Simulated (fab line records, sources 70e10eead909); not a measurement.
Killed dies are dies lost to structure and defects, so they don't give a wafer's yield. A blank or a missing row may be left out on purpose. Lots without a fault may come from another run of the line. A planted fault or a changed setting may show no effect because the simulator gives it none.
fab line records | flow nand_harc
record lots=11 wafers=33 last_day=33
route steps=1302 shown A_STAIRCASE@796
lots that met no fault: from a run of the same line without faults
start_h: hours from the record's first day to the start of the lot's first wafer shown | wait_h: hours since the lot's step before | " the same as in the row above | L1.1+2: a row that stands for several wafers | - no value, or no start given | * or withheld: withheld | < > ~ a bound
route shown NAME@n: a module of which the file shows steps, and the number in the route of the first | usual: mean/standard deviation of fault-free wafers | same: alike in all rows | chamber/n: place in a boat | sites: the reading at each site | _std_site: their standard deviation | _edge_site: outer sites' mean less inner sites' | radius_mm: how far each site lies from the wafer's centre | mask NAME#n: copy n | behind: the tool/chamber that last shaped the wafer | hold: why the lot was held/for how many hours/how that ended | device: the transistor (n, p or np) that didn't switch | end of line: the same wafers' tests at the end of the route | a step without rows: its recipe alone | killed: dies lost to structure and defects at the first sort, not the wafer's yield | map: a wafer's dies, x killed, . not, _ none there
set.NAME: the setting as run; set.NAME@STEP: as run at that earlier step | model.NAME: the simulator's own value behind a step, which no gauge read
steps of the route over a sample of lots; a table a step, a row a wafer
services: from which hour (start_h, from the record's first day; less than 0 if before it) a tool's chamber was out of use, for how many hours, and why
## steps
# step NHARC_A_STAIRCASE_DEP_280
# recipe target_thk_a=300 target_thk_nm=30 temp_c=400 pressure_torr=3.5 flow_sccm=200 rf_w=350 material=SiON
# usual heater_power_w=737/100
# columns lot.wafer tool chamber start_h wait_h heater_power_w
L523.1 pecvd-04 0 389.10 1.6 805
L523.3 " 2 " " 760
L523.5 " 0 " " 814
L525.1 pecvd-04 2 411.59 1.6 755
L525.3 " 0 " " 906
L525.2 " 1 " " 592
L526.6 pecvd-03 2 422.37 0.1 861
L526.5 " 0 " " 928
L526.4 " 1 " " 615
L529.3 pecvd-04 0 446.94 1.0 884
L529.4 " 1 " " 696
L529.5 " 2 " " 733
L531.3 pecvd-01 0 458.67 1.0 811
L531.5 " 1 " " 644
L531.6 " 2 " " 656
L532.3 pecvd-04 2 475.35 1.0 735
L532.6 " 1 " " 610
L532.4 " 2 " " 720
L542.3 pecvd-04 2 579.59 1.0 715
L542.4 " 0 " " 745
L542.5 " 1 " " 658
L541.2 pecvd-03 2 581.38 1.3 748
L541.4 " 1 " " 626
L541.6 " 0 " " 893
L543.2 pecvd-01 2 598.14 1.3 658
L543.6 " 0 " " 700
L543.4 " 2 " " 656
L544.1 pecvd-01 0 608.16 1.6 798
L544.3 " 1 " " 632
L544.6 " 0 " " 800
L545.1 pecvd-04 0 612.66 1.6 862
L545.4 " 2 " " 732
L545.5 " 0 " " 886
# step NHARC_A_STAIRCASE_ETCH_313
# recipe cf4_flow_sccm=100 chf3_flow_sccm=30 ar_flow_sccm=0 rf_w=500 bias_w=200 chemistry=CF4/CHF3
# usual cf4_flow_sccm=99.98/0.28 drypump_motor_current_A=5.7/0.49 mfc_ar_sccm=0.012/0.016 oes_product_au=0.928/0.017 rf_vpp_V=370.0/1.7 showerhead_plenum_p_Torr=1.55/0.049 throttle_valve_pct=16.803/0.0091
# columns lot.wafer tool chamber start_h wait_h cf4_flow_sccm drypump_motor_current_A mfc_ar_sccm oes_product_au rf_hours_counter_h rf_vpp_V showerhead_plenum_p_Torr throttle_valve_pct
L523.1 rie_diel-11 3 396.91 0.1 99.85 6.1 0 0.944 43 368.4 1.48 16.797
L523.3 " 1 " " 99.83 5.6 0 0.933 43 371.7 1.58 16.795
L523.5 " 0 " " 99.87 6.5 0.032 0.924 - 369.6 1.52 16.799
L525.2 rie_diel-13 1 417.75 0.1 100.08 5.6 0 0.908 23 368.6 1.50 16.813
L525.1 " 3 " " 99.69 6.3 0 0.921 16 372.3 1.60 16.790
L525.3 " 0 " " 99.80 5.6 0.039 0.914 11 372.2 1.64 16.815
L526.4 rie_diel-13 1 428.71 0.1 99.73 5.6 0 0.914 27 367.5 1.50 16.799
L526.6 " 2 " " 99.91 5.0 0 0.945 - 370.8 1.56 16.799
L526.5 " 3 " " 100.33 6.3 0 0.931 - 371.4 1.60 16.799
L529.4 rie_diel-11 0 454.18 0.1 100.18 6.5 0.032 0.946 4 367.7 1.52 16.792
L529.3 " 2 " " 100.12 5.6 0.028 0.980 4 372.1 1.60 16.802
L529.5 " 1 " " 100.17 5.7 0 0.973 - 370.3 1.58 16.793
L531.3 rie_diel-02 0 464.81 0.1 100.35 5.1 0 0.919 23 372.5 1.58 16.795
L531.5 " 1 " " 100.11 6.3 0 0.915 - 370.7 1.60 16.800
L531.6 " 2 " " 100.03 6.3 0.033 0.923 - 369.7 1.55 16.798
L532.4 rie_diel-13 1 482.41 0.1 99.90 5.6 0 0.911 45 367.9 1.49 16.797
L532.3 " 2 " " 100.03 5.0 0 0.951 43 369.0 1.56 16.796
L532.6 " 1 " " 100.05 5.6 0 0.912 - 367.5 1.50 16.809
L542.3 rie_diel-11 1 587.19 0.2 99.49 5.7 0 0.924 54 371.1 1.57 16.804
L542.4 " 3 " " 100.02 6.1 0 0.921 51 366.3 1.47 16.799
L542.5 " 0 " " 100.28 6.4 0.032 0.910 - 368.0 1.51 16.789
L541.4 rie_diel-11 2 589.27 0.3 100.09 5.6 0.028 0.920 55 371.6 1.59 16.826
L541.2 " 3 " " 100.04 6.1 0 0.935 52 367.2 1.47 16.799
L541.6 " 2 " " 100.30 5.6 0.028 0.930 - 372.0 1.59 16.817
L543.2 rie_diel-13 0 604.37 0.3 99.59 5.6 0.039 0.908 26 373.9 1.63 16.799
L543.6 " 0 " " 99.41 5.6 0.039 0.918 - 373.1 1.63 16.808
L543.4 " 2 " " 100.08 5.0 0 0.921 - 369.2 1.55 16.812
L544.3 rie_diel-13 1 615.45 0.1 99.48 5.6 0 0.918 31 368.5 1.49 16.783
L544.1 " 0 " " 100.35 5.6 0.039 0.916 29 371.0 1.63 16.804
L544.6 " 0 " " 100.01 5.6 0.039 0.908 - 371.5 1.63 16.808
L545.1 rie_diel-13 0 618.73 0.2 100.21 5.6 0.039 0.911 31 371.9 1.63 16.790
L545.4 " 0 " " 100.01 5.6 0.039 0.908 - 371.4 1.63 16.814
L545.5 " 1 " " 100.18 5.6 0 0.922 - 370.0 1.48 16.807
# step NHARC_A_STAIRCASE_ETCH_453
# recipe target_depth_a=300 overetch_a=30 time_s=16.5 ion_energy_ev=100 cf4_flow_sccm=80 o2_flow_sccm=20 ar_flow_sccm=0 rf_w=300 bias_w=100 chemistry=CF4/O2
# usual cf4_flow_sccm=79.99/0.23 drypump_motor_current_A=5.7/0.49 mfc_ar_sccm=0.012/0.016 oes_ar_750_au=1.000/0.0045 oes_f_703_au=1.000/0.0041 oes_o_777_au=1.000/0.0042 oes_product_au=0.997/0.011 rf_vpp_V=197.6/1.3 showerhead_plenum_p_Torr=1.32/0.044 throttle_valve_pct=13.396/0.0087
# columns lot.wafer tool chamber start_h wait_h cf4_flow_sccm drypump_motor_current_A mfc_ar_sccm oes_ar_750_au oes_f_703_au oes_o_777_au oes_product_au rf_hours_counter_h rf_vpp_V showerhead_plenum_p_Torr throttle_valve_pct
L523.3 rie_diel-11 1 397.37 - 80.10 5.7 0 0.994 0.996 1.004 0.991 43 196.4 1.34 13.404
L523.1 " 0 " " 79.93 6.5 0.032 1.004 1.001 1.003 0.999 45 195.3 1.29 13.394
L523.5 " 2 " " 79.97 5.5 0.028 0.998 0.997 0.996 1.001 - 197.8 1.36 13.397
L525.3 rie_diel-13 2 418.21 - 80.21 4.9 0 1.002 0.999 0.998 1.009 22 198.4 1.33 13.392
L525.1 " 3 " " 79.81 6.3 0 1.000 0.995 1.001 1.016 16 198.0 1.36 13.397
L525.2 " 0 " " 79.79 5.6 0.039 1.004 0.997 0.996 0.995 11 199.3 1.39 13.401
L526.4 rie_diel-13 1 429.15 - 80.32 5.6 0 1.002 0.996 0.999 0.996 27 197.6 1.27 13.410
L526.6 " 2 " " 79.85 4.9 0 1.000 1.003 0.991 1.003 - 198.7 1.32 13.398
L526.5 " 3 " " 79.89 6.3 0 1.003 1.006 0.992 1.005 - 198.6 1.35 13.397
L529.4 rie_diel-11 3 454.84 - 79.95 6.1 0 1.005 0.999 1.004 1.014 2 195.5 1.25 13.388
L529.3 " 1 " " 79.64 5.6 0 1.004 0.993 0.998 0.990 4 198.2 1.34 13.406
L529.5 " 2 " " 79.69 5.6 0.028 1.002 0.994 1.002 1.005 - 197.9 1.36 13.407
L531.3 rie_diel-02 3 465.23 - 80.13 5.2 0.009 1.001 0.998 1.007 1.001 22 196.5 1.30 13.401
L531.6 " 3 " " 80.34 5.2 0.009 1.004 1.007 1.003 0.994 - 196.0 1.31 13.393
L531.5 " 0 " " 80.12 5.1 0 1.005 1.003 0.997 0.987 - 199.1 1.34 13.404
L532.3 rie_diel-13 2 482.86 - 80.16 5.0 0 0.999 1.002 0.994 1.026 43 198.4 1.32 13.386
L532.4 " 0 " " 80.15 5.6 0.039 1.004 1.003 0.998 1.001 29 201.0 1.39 13.403
L532.6 " 2 " " 80.05 5.0 0 0.997 0.998 1.000 1.031 - 198.4 1.32 13.386
L542.3 rie_diel-11 2 589.25 - 64.03 5.6 0.028 0.993 1.072 1.274 0.999 55 198.7 1.19 12.302
L542.4 " 0 " " 80.29 6.5 0.032 1.000 0.997 1.007 0.993 51 196.0 1.28 13.386
L542.5 " 3 " " 79.98 6.1 0 0.996 1.000 0.997 1.005 - 196.0 1.24 13.401
L541.2 rie_diel-11 0 590.53 - 79.80 6.5 0.032 1.003 1.002 1.001 0.978 51 196.6 1.28 13.402
L541.4 " 2 " " 64.12 5.6 0.028 0.998 1.060 1.265 1.005 56 198.7 1.19 12.331
L541.6 " 3 " " 79.89 6.1 0 0.997 1.001 1.004 1.006 - 196.8 1.24 13.397
L543.2 rie_diel-13 0 605.03 - 80.13 5.6 0.039 1.010 1.001 1.004 0.989 26 198.2 1.38 13.399
L543.6 " 0 " " 80.10 5.6 0.039 1.005 1.002 1.001 0.971 - 198.6 1.38 13.401
L543.4 " 1 " " 80.01 5.6 0 1.003 0.998 1.004 0.984 - 196.2 1.26 13.402
L544.1 rie_diel-13 0 616.04 - 80.02 5.6 0.039 1.001 0.993 1.000 0.989 29 197.6 1.38 13.401
L544.3 " 1 " " 79.91 5.6 0 0.995 0.998 1.003 0.987 31 196.7 1.26 13.393
L544.6 " 0 " " 80.35 5.6 0.039 1.005 0.996 0.999 0.992 - 198.7 1.38 13.402
L545.1 rie_diel-13 1 619.48 - 79.80 5.6 0 0.996 0.999 1.003 0.996 33 195.7 1.26 13.395
L545.5 " 2 " " 79.89 5.0 0 1.000 1.005 1.002 1.007 - 197.6 1.31 13.395
L545.4 " 1 " " 80.27 5.6 0 0.997 1.001 0.991 0.996 - 194.9 1.26 13.404
# step NHARC_A_STAIRCASE_ETCHBACK_416
# recipe target_depth_a=360 time_s=7.2 c4f8_flow_sccm=withheld o2_flow_sccm=8 ar_flow_sccm=withheld rf_w=600 bias_w=800 chemistry=C4F8/O2/Ar
# usual oes_product_au=0.932/0.024 rf_vpp_V=722/3.2
# columns lot.wafer tool chamber start_h wait_h oes_product_au rf_hours_counter_h rf_vpp_V
L523.3 rie_diel-13 0 - - 0.921 3 729
L523.1 " 2 " " 0.929 15 722
L523.5 " 0 " " 0.925 - 727
L525.1 rie_diel-13 3 - - 0.921 17 726
L525.2 " 0 " " 0.925 12 727
L525.3 " 1 " " 0.920 24 718
L526.4 rie_diel-02 1 - - 0.926 9 725
L526.6 " 3 " " 0.928 - 722
L526.5 " 0 " " 0.931 - 725
L529.4 rie_diel-13 3 - - 0.919 30 724
L529.3 " 0 " " 0.913 27 728
L529.5 " 2 " " 0.936 - 724
L531.3 rie_diel-13 2 - - 0.937 40 724
L531.5 " 1 " " 0.918 - 718
L531.6 " 2 " " 0.945 - 723
L532.4 rie_diel-13 0 - - 0.916 30 727
L532.3 " 2 " " 0.935 43 722
L532.6 " 1 " " 0.912 - 716
L542.3 rie_diel-02 2 594.56 3.1 0.932 5 721
L542.4 " 0 " " 0.929 - 722
L542.5 " 2 " " 0.932 - 721
L541.2 rie_diel-02 0 - - 0.930 6 723
L541.6 " 2 " " 0.938 - 720
L541.4 " 3 " " 0.916 - 720
L543.2 rie_diel-02 3 - - 0.934 9 720
L543.4 " 2 " " 0.951 10 719
L543.6 " 3 " " 0.936 - 719
L544.3 rie_diel-11 0 - - 1.003 0 720
L544.1 " 2 " " 1.003 0 724
L544.6 " 1 " " 1.002 - 723
L545.4 rie_diel-02 3 624.44 2.1 0.936 10 719
L545.1 " 1 " " 0.927 14 724
L545.5 " 2 " " 0.942 - 722
## services
# columns tool chamber start_h hours kind
pecvd-03 - 366.25 13.0 pm
pecvd-04 2 375.77 12.0 repair
rie_diel-13 0 377.43 11.2 repair
rie_diel-13 1 379.41 - clean
rie_diel-02 - 393.87 9.0 pm
rie_diel-11 1 399.63 34.1 repair
pecvd-03 1 402.40 3.5 repair
rie_diel-11 3 405.17 43.9 repair
rie_diel-11 - 432.79 9.0 pm
pecvd-03 1 435.61 3.3 repair
pecvd-04 - 450.09 13.0 pm
rie_diel-11 0 469.56 11.5 repair
pecvd-01 - 492.21 13.0 pm
rie_diel-02 3 511.41 3.6 repair
pecvd-01 1 518.80 2.4 repair
rie_diel-13 - 522.91 9.0 pm
rie_diel-13 3 546.24 106.8 repair
pecvd-03 - 547.43 13.0 pm
pecvd-03 1 562.41 6.9 repair
rie_diel-13 0 566.03 6.0 repair
rie_diel-02 - 570.87 9.0 pm
pecvd-01 - 601.23 0.5 repair
rie_diel-11 - 609.86 9.0 pm
pecvd-01 - 612.21 1.5 repair
## key
first_sign step=NHARC_A_STAIRCASE_ETCH_453 reading=throttle_valve_pct direction=down sigmas=99+ usual=13.396 struck=12.316
effect step=NHARC_A_STAIRCASE_ETCH_453 reading=cf4_flow_sccm direction=down sigmas=68 usual=79.99 struck=64.07
met_at NHARC_A_STAIRCASE_ETCH_453
struck_lots L541,L542
struck_wafers L541.4,L542.3
tester_left_out L541,L542
not_acting_at NHARC_A_STAIRCASE_DEP_280,NHARC_A_STAIRCASE_ETCH_313,NHARC_A_STAIRCASE_ETCHBACK_416
onset_between 454.84 589.25
fault kind=process_parameter_drift tool=rie_diel-11 chamber=2 onset_h=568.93 steps=NHARC_A_STAIRCASE_ETCH_453 channel=cf4_flow_sccm offset=-16 shape=step end_h=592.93 acts_in=these_recipes_only stated=80
# tester_left_out: of these lots the tester's yield and bins aren't shown, on N5 and GAA mostly nor the transistor test; their killed dies are dies lost to structure and defects alone, not to doping, threshold or leakage, so they don't give the yield
